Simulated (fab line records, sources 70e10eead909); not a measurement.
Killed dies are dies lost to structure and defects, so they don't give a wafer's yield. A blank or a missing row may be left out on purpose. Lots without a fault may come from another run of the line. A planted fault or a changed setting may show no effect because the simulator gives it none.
Problem report in the 8D (eight disciplines) form, filled by code | flow nand_harc | the parts of the form that need people (team, actions taken, sign-off) are left out

1. THE PROBLEM
o2_flow_sccm at NHARC_P_GATE_ETCHBACK_37 reads a mean of 4.96 sccm on 2 wafers of 2 lots; wafers without a fault read 10.00 sccm with a standard deviation of 0.03. That is -99 or more standard deviations from the usual mean.
The step: etches the open film in CHF3/O2, target depth 34.5 nm, time 17.2 s.
First seen on wafer L527.3, day 10 11:43, on rie_diel-03. The record holds 18 wafers of 6 lots with a number at this step. Rule for "out", or "out of limits": more than 4 standard deviations from the usual mean. The other wafers with a number count as sound.

2. WHAT IT IS AND WHAT IT IS NOT
question                    | is                               | is not
which readings at this step | o2_flow_sccm, throttle_valve_pct | chamber_pressure_mTorr, drypump_motor_current_A, oes_product_au, rf_vpp_V, showerhead_plenum_p_Torr
which lots                  | L527, L529                       | L518, L525, L531, L535
which wafers of those lots  | L527.3, L529.2                   | L527.1, L527.6, L529.3, L529.4
read on which tools         | rie_diel-03                      | rie_diel-02, rie_diel-07
when                        | from day 10 11:43                | up to then (8 sound wafers); but 8 sound wafers of L529, L531, L535 came after

3. SUSPECTS, AND WHAT RULES EACH OUT
Counting: a tool at a process step up to the reading stays a suspect if it ran every lot that is out. Sound lots after the first of them don't rule it out here, since some wafers of a struck lot are sound.
- rie_diel-03 at NHARC_P_GATE_ETCHBACK_37 (etches the open film in CHF3/O2, target depth 34.5 nm, time 17.2 s): kept. It ran every lot that is out, first L527 (day 10 11:43); its last sound lot up to then is L518 (day 6 23:23). Its own readings are out on those wafers: o2_flow_sccm, throttle_valve_pct.
- Within rie_diel-03 at NHARC_P_GATE_ETCHBACK_37: the wafers that are out ran in chamber 0; their sound lot-mates ran in chambers 1, 2, 3.
Left after counting: rie_diel-03 at NHARC_P_GATE_ETCHBACK_37.

4. THE CAUSE (what the simulator had put in)
Process parameter drift: rie_diel-03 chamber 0, from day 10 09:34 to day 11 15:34, at NHARC_P_GATE_ETCHBACK_37. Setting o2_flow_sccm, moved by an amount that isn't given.
Counting left only this tool.

5. THE CHAIN OF EFFECTS, in route order
Each row: a reading whose mean over the struck wafers that have a number lies more than 3 standard deviations from the usual. Only readings for which the record gives a usual standard deviation are gone through. hours: the time from each lot's start at the first step in this table that gives one to its start at this step, as a median over the lots. sigmas: the change in usual standard deviations.
hours | step                     | reading            | usual      | on struck wafers | change | sigmas
0     | NHARC_P_GATE_ETCHBACK_37 | o2_flow_sccm       | 10.00 sccm | 4.96             | -5.04  | -99 or more
0     | NHARC_P_GATE_ETCHBACK_37 | throttle_valve_pct | 20.572 %   | 20.394           | -0.178 | -18
The process steps in it:
- NHARC_P_GATE_ETCHBACK_37: etches the open film in CHF3/O2, target depth 34.5 nm, time 17.2 s.
Later measuring or inspecting steps at which every struck wafer that the step has a row for has a number for every such reading, and none has moved that far: NHARC_END_SORT_01.

6. WHAT WOULD HAVE CAUGHT IT SOONER
In this record the first reading out of limits was taken at day 10 11:43, 2 hours after the fault began at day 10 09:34.
